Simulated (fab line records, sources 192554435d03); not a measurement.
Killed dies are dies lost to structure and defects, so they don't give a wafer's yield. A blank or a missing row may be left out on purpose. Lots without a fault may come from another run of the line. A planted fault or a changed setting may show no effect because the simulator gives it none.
Which tool did it? | flow n5_finfet | 24 lots, 72 wafers sampled, at 5 steps of a route of 1938

WHAT THE GAUGES READ, wafer by wafer
N5_MOL_CONTACT_COAG_INSPECT_57: inspects for defects (brightfield).
lot  | measured     | on                | raw_defect_count
L074 | day 5 02:26  | defect_inspect-01 | 201 326 217
L075 | day 5 07:20  | defect_inspect-02 | 233 332 237
L076 | day 5 18:07  | defect_inspect-01 | 168 208 141
L077 | day 5 19:28  | defect_inspect-01 | 303 280 345
L078 | day 6 01:28  | defect_inspect-02 | 326 229 148
L079 | day 6 09:54  | defect_inspect-02 | 204 184 192
L080 | day 6 16:04  | defect_inspect-01 | 130 177 167
L081 | day 6 20:32  | defect_inspect-01 | 160 140 158
L082 | day 7 01:05  | defect_inspect-01 | 122 205 295
L083 | day 7 07:34  | defect_inspect-01 | 240 211 206
L084 | day 7 13:19  | defect_inspect-02 | 213 163 155
L085 | day 7 21:17  | defect_inspect-02 | 175 266 181
L086 | day 8 01:20  | defect_inspect-01 | 132 150 101
L087 | day 8 10:14  | defect_inspect-02 | 213 282 194
L088 | day 8 14:58  | defect_inspect-02 | 343 173 211
L089 | day 9 03:09  | defect_inspect-02 | 299 290 237
L090 | day 9 13:14  | defect_inspect-02 | 267 247 352
L091 | day 9 15:55  | defect_inspect-02 | 137 231 143
L092 | day 9 16:20  | defect_inspect-02 | 231 239 229
L093 | day 9 19:42  | defect_inspect-02 | 206 288 257
L094 | day 10 00:52 | defect_inspect-02 | 242 167 193
L095 | day 10 09:40 | defect_inspect-01 | 224 287 255
L096 | day 10 17:32 | defect_inspect-02 | 385 324 417
L097 | day 10 19:54 | defect_inspect-01 | 172 130 155

N5_MOL_CONTACT_COAG_THK_MEAS_53.
lot  | measured     | on            | VIA_MOL_THK (nm)
L074 | day 5 06:51  | film_metro-02 | 43.4 44.1 44.1
L075 | day 5 10:51  | film_metro-01 | 43.6 43.1 44.6
L076 | day 5 20:59  | film_metro-02 | 44.3 44.9 43.8
L077 | day 5 22:37  | film_metro-01 | 42.4 43.9 43.7
L078 | day 6 04:43  | film_metro-02 | 43.9 44.3 44.0
L079 | day 6 12:55  | film_metro-02 | 44.2 43.5 44.8
L080 | day 6 19:02  | film_metro-02 | 43.4 43.8 44.4
L081 | day 6 23:31  | film_metro-01 | 43.1 43.9 43.4
L082 | day 7 04:34  | film_metro-02 | 43.6 44.3 44.4
L083 | day 7 10:49  | film_metro-02 | 44.0 44.0 44.3
L084 | day 7 16:28  | film_metro-02 | 43.5 43.8 44.5
L085 | day 8 00:08  | film_metro-02 | 43.7 43.4 44.1
L086 | day 8 04:48  | film_metro-02 | 43.9 43.7 44.6
L087 | day 8 13:31  | film_metro-01 | 44.1 45.1 44.7
L088 | day 8 18:29  | film_metro-02 | 43.7 43.9 43.2
L089 | day 9 07:01  | film_metro-01 | 44.3 45.0 44.9
L090 | day 9 16:41  | film_metro-02 | 43.0 43.0 43.3
L091 | day 9 19:06  | film_metro-02 | 43.2 43.4 43.8
L092 | day 9 19:15  | film_metro-02 | 43.0 43.2 43.7
L093 | day 9 23:04  | film_metro-01 | 42.9 44.9 43.5
L094 | day 10 03:46 | film_metro-01 | 43.7 44.2 44.0
L095 | day 10 13:28 | film_metro-01 | 43.3 44.4 45.1
L096 | day 10 21:28 | film_metro-01 | 42.2 43.6 43.6
L097 | day 10 23:58 | film_metro-02 | 44.0 44.3 43.9

WHICH TOOL RAN EACH LOT (tool, then ch and the chambers of the sampled wafers, then the start)
lot  | N5_MOL_CONTACT_COAG_CMP_28   | N5_MOL_CONTACT_COAG_ALD_133       | N5_MOL_CONTACT_COAG_CMP_52
L074 | cmp-01 ch 0,1,2, day 5 00:52 | ald_sin-03 ch 1,2,3, day 5 05:25  | cmp-01 ch 0,1, day 5 06:36
L075 | cmp-01 ch 0,1,3, day 5 05:48 | ald_sin-01 ch 0,2,3, day 5 09:25  | cmp-01 ch 0,1,2, day 5 10:34
L076 | cmp-04 ch 0,2,3, day 5 16:55 | ald_sin-04 ch 2,3, day 5 19:32    | cmp-04 ch 0,2,3, day 5 20:46
L077 | cmp-01 ch 0,1,3, day 5 18:14 | ald_sin-03 ch 0,2, day 5 21:04    | cmp-01 ch 0,3, day 5 22:19
L078 | cmp-01 ch 1,3, day 6 00:04   | ald_sin-01 ch 0,2, day 6 03:05    | cmp-04 ch 0,1,2, day 6 04:29
L079 | cmp-02 ch 2,3, day 6 08:32   | ald_sin-04 ch 0,1, day 6 11:26    | cmp-04 ch 0,3, day 6 12:40
L080 | cmp-02 ch 0,1,3, day 6 14:41 | ald_sin-04 ch 0,1,3, day 6 17:37  | cmp-01 ch 0,1,2, day 6 18:45
L081 | cmp-04 ch 0,1, day 6 19:16   | ald_sin-04 ch 0,1,2, day 6 22:04  | cmp-01 ch 1,2, day 6 23:13
L082 | cmp-04 ch 0,1,2, day 6 23:52 | ald_sin-03 ch 1,3, day 7 02:52    | cmp-02 ch 0,2,3, day 7 04:18
L083 | cmp-01 ch 0,2,3, day 7 06:19 | ald_sin-01 ch 0,1,2, day 7 09:22  | cmp-01 ch 2,3, day 7 10:34
L084 | cmp-01 ch 0,1,3, day 7 11:55 | ald_sin-04 ch 0,1,3, day 7 15:02  | cmp-01 ch 1,2,3, day 7 16:10
L085 | cmp-02 ch 1,2,3, day 7 20:01 | ald_sin-04 ch 0,1,3, day 7 22:42  | cmp-01 ch 0,2,3, day 7 23:53
L086 | cmp-02 ch 0,2,3, day 7 23:56 | ald_sin-04 ch 0,2,3, day 8 03:22  | cmp-01 ch 0,1,2, day 8 04:32
L087 | cmp-01 ch 0,1, day 8 08:53   | ald_sin-04 ch 0,3, day 8 12:01    | cmp-04 ch 0,3, day 8 13:13
L088 | cmp-01 ch 0,2,3, day 8 13:16 | ald_sin-01 ch 0,1,2, day 8 17:02  | cmp-02 ch 0,1,2, day 8 18:14
L089 | cmp-01 ch 0,1, day 9 01:46   | ald_sin-01 ch 1,2, day 9 05:35    | cmp-02 ch 0,1, day 9 06:43
L090 | cmp-02 ch 0,1,3, day 9 11:32 | ald_sin-04 ch 0,1,2, day 9 15:14  | cmp-01 ch 1,3, day 9 16:23
L091 | cmp-01 ch 0,1,3, day 9 14:43 | ald_sin-03 ch 0,1,2, day 9 17:40  | cmp-04 ch 0,2,3, day 9 18:49
L092 | cmp-04 ch 0,2,3, day 9 15:01 | ald_sin-01 ch 0,2, day 9 17:48    | cmp-02 ch 0,2,3, day 9 19:02
L093 | cmp-01 ch 0,1,2, day 9 18:23 | ald_sin-04 ch 1,3, day 9 21:37    | cmp-02 ch 1,2,3, day 9 22:48
L094 | cmp-01 ch 0,1,3, day 9 23:37 | ald_sin-01 ch 0,1,2, day 10 02:19 | cmp-04 ch 0,1,3, day 10 03:30
L095 | cmp-01 ch 2,3, day 10 08:16  | ald_sin-03 ch 0,2, day 10 11:40   | cmp-01 ch 0,1,2, day 10 13:15
L096 | cmp-04 ch 1,2, day 10 16:09  | ald_sin-04 ch 0,3, day 10 19:42   | cmp-01 ch 0,2, day 10 21:13
L097 | cmp-02 ch 0,1, day 10 18:38  | ald_sin-04 ch 0,1,3, day 10 22:25 | cmp-04 ch 1,2, day 10 23:41
- N5_MOL_CONTACT_COAG_CMP_28: polishes, stops on SiNx, t overpolish 0.85 s, target thk 14.522 nm.
- N5_MOL_CONTACT_COAG_ALD_133: deposits SiO2, target thk 5 nm, pulse time 1 s, co reactant pulse time 1 s.
- N5_MOL_CONTACT_COAG_CMP_52: polishes, stops on SiO2, t overpolish 1.5 s, target thk 66.5 nm.

WHAT THE TOOLS THEMSELVES READ (means of the sampled wafers that have a number; where no wafer has one, the mark that the record gives instead)
N5_MOL_CONTACT_COAG_CMP_28.
lot  | tool   | motor_current_A (A) | slurry_filter_dp_kPa (kPa) | slurry_flow_ml_min | time_to_endpoint_s (s)
L074 | cmp-01 | 14.1                | 13.53                      | 150.3              | 3.9
L075 | cmp-01 | 12.2                | 13.37                      | 150.3              | 3.4
L076 | cmp-04 | 12.5                | 13.57                      | 149.9              | 5.0
L077 | cmp-01 | 12.4                | 13.39                      | 149.6              | 5.5
L078 | cmp-01 | 11.9                | 13.38                      | 149.6              | 4.8
L079 | cmp-02 | 12.3                | 13.44                      | 149.2              | 2.4
L080 | cmp-02 | 13.1                | 13.52                      | 149.4              | 4.0
L081 | cmp-04 | 13.2                | 13.54                      | 150.1              | 8.6
L082 | cmp-04 | 13.1                | 13.59                      | 149.7              | 4.7
L083 | cmp-01 | 14.0                | 13.44                      | 149.9              | 7.2
L084 | cmp-01 | 12.8                | 13.64                      | 149.9              | 6.1
L085 | cmp-02 | 13.0                | 13.57                      | 150.0              | 4.5
L086 | cmp-02 | 12.0                | 13.58                      | 149.8              | 4.6
L087 | cmp-01 | 12.7                | 13.46                      | 150.2              | 4.8
L088 | cmp-01 | 13.8                | 13.58                      | 150.5              | 6.4
L089 | cmp-01 | 12.8                | 13.46                      | 149.7              | 5.4
L090 | cmp-02 | 13.2                | 13.64                      | 149.7              | 7.6
L091 | cmp-01 | 12.5                | 13.67                      | 150.0              | 9.6
L092 | cmp-04 | 12.7                | 13.45                      | 150.5              | 4.9
L093 | cmp-01 | 14.4                | 13.63                      | 150.3              | 7.3
L094 | cmp-01 | 12.6                | 13.61                      | 149.9              | 5.7
L095 | cmp-01 | 12.9                | 13.58                      | 150.7              | 6.8
L096 | cmp-04 | 12.9                | 13.44                      | 150.3              | 7.2
L097 | cmp-02 | 13.2                | 13.57                      | 149.7              | 5.1

N5_MOL_CONTACT_COAG_ALD_133.
lot  | tool       | chamber_pressure_Torr (Torr) | heater_power_w (W) | precursor_pulse_height_rel
L074 | ald_sin-03 | 2.003                        | 72                 | 0.983
L075 | ald_sin-01 | 2.003                        | 83                 | 0.992
L076 | ald_sin-04 | 2.003                        | 74                 | 1.003
L077 | ald_sin-03 | 2.004                        | 77                 | 1.009
L078 | ald_sin-01 | 1.999                        | 82                 | 1.007
L079 | ald_sin-04 | 1.994                        | 80                 | 1.002
L080 | ald_sin-04 | 1.999                        | 77                 | 1.003
L081 | ald_sin-04 | 2.000                        | 82                 | 1.004
L082 | ald_sin-03 | 1.999                        | 72                 | 1.009
L083 | ald_sin-01 | 1.998                        | 80                 | 1.008
L084 | ald_sin-04 | 2.005                        | 77                 | 1.009
L085 | ald_sin-04 | 1.997                        | 77                 | 0.996
L086 | ald_sin-04 | 2.001                        | 78                 | 1.013
L087 | ald_sin-04 | 1.996                        | 74                 | 1.009
L088 | ald_sin-01 | 2.002                        | 81                 | 1.007
L089 | ald_sin-01 | 2.001                        | 77                 | 1.016
L090 | ald_sin-04 | 2.001                        | 83                 | 1.005
L091 | ald_sin-03 | 2.000                        | 74                 | 0.987
L092 | ald_sin-01 | 2.003                        | 84                 | 0.993
L093 | ald_sin-04 | 1.999                        | 72                 | 1.012
L094 | ald_sin-01 | 2.000                        | 80                 | 1.001
L095 | ald_sin-03 | 2.006                        | 74                 | 1.000
L096 | ald_sin-04 | 2.001                        | 82                 | 1.014
L097 | ald_sin-04 | 1.996                        | 78                 | 0.994

N5_MOL_CONTACT_COAG_CMP_52.
lot  | tool   | motor_current_A (A) | overpolish_run_s (s) | slurry_filter_dp_kPa (kPa) | slurry_flow_ml_min | time_to_endpoint_s (s)
L074 | cmp-01 | 12.6                | 1.497                | 13.42                      | 150.0              | 11.8
L075 | cmp-01 | 14.0                | 1.498                | 13.53                      | 149.8              | 12.6
L076 | cmp-04 | 12.1                | 1.499                | 13.55                      | 149.7              | 12.4
L077 | cmp-01 | 12.8                | 1.506                | 13.34                      | 150.6              | 14.0
L078 | cmp-04 | 12.7                | 1.494                | 13.44                      | 150.1              | 12.6
L079 | cmp-04 | 11.5                | 1.501                | 13.60                      | 150.1              | 13.6
L080 | cmp-01 | 13.7                | 1.509                | 13.51                      | 150.2              | 14.9
L081 | cmp-01 | 13.1                | 1.496                | 13.60                      | 150.4              | 12.1
L082 | cmp-02 | 11.5                | 1.504                | 13.44                      | 150.0              | 11.5
L083 | cmp-01 | 13.6                | 1.500                | 13.40                      | 150.1              | 15.4
L084 | cmp-01 | 12.5                | 1.494                | 13.47                      | 150.2              | 13.6
L085 | cmp-01 | 13.6                | 1.505                | 13.51                      | 149.7              | 16.4
L086 | cmp-01 | 13.1                | 1.497                | 13.68                      | 149.9              | 16.1
L087 | cmp-04 | 11.8                | 1.499                | 13.42                      | 150.3              | 11.6
L088 | cmp-02 | 11.6                | 1.503                | 13.54                      | 149.8              | 14.3
L089 | cmp-02 | 12.9                | 1.498                | 13.51                      | 149.9              | 10.8
L090 | cmp-01 | 11.7                | 1.499                | 13.56                      | 149.6              | 16.2
L091 | cmp-04 | 12.2                | 1.505                | 13.37                      | 149.6              | 15.3
L092 | cmp-02 | 11.4                | 1.501                | 13.58                      | 150.3              | 12.5
L093 | cmp-02 | 12.1                | 1.505                | 13.52                      | 149.9              | 13.2
L094 | cmp-04 | 12.0                | 1.505                | 13.56                      | 150.0              | 14.7
L095 | cmp-01 | 13.3                | 1.490                | 13.47                      | 149.9              | 13.7
L096 | cmp-01 | 14.4                | 1.503                | 13.40                      | 150.5              | 14.3
L097 | cmp-04 | 13.0                | 1.515                | 13.56                      | 150.2              | 14.0

THE ANSWER, worked out from the rows above alone
Rule: what is usual is taken from the lots themselves. Put in order of their means at a reading, lots are off if they are a third of the lots or fewer, leave a main group of 4 or more, and stand apart from it by a gap of 3 or more times the standard deviation of the main group's means; of several such gaps the widest counts. A main group whose means are all the same, to the digits that the tables above print for the reading, isn't used. A lot without any number at a reading at which 4 lots or more have one is off too. The other lots that the step has rows for count as sound. The gauges are gone through in route order, then the tools' own readings, and for those a lot's mean is taken as printed above. The first step at which some lot is off is used, and at that step the reading that is off furthest; a lot without a number counts as furthest.
No lot is off at any reading shown: from this, nothing can be told.

WHAT THE SIMULATOR HAD PUT IN
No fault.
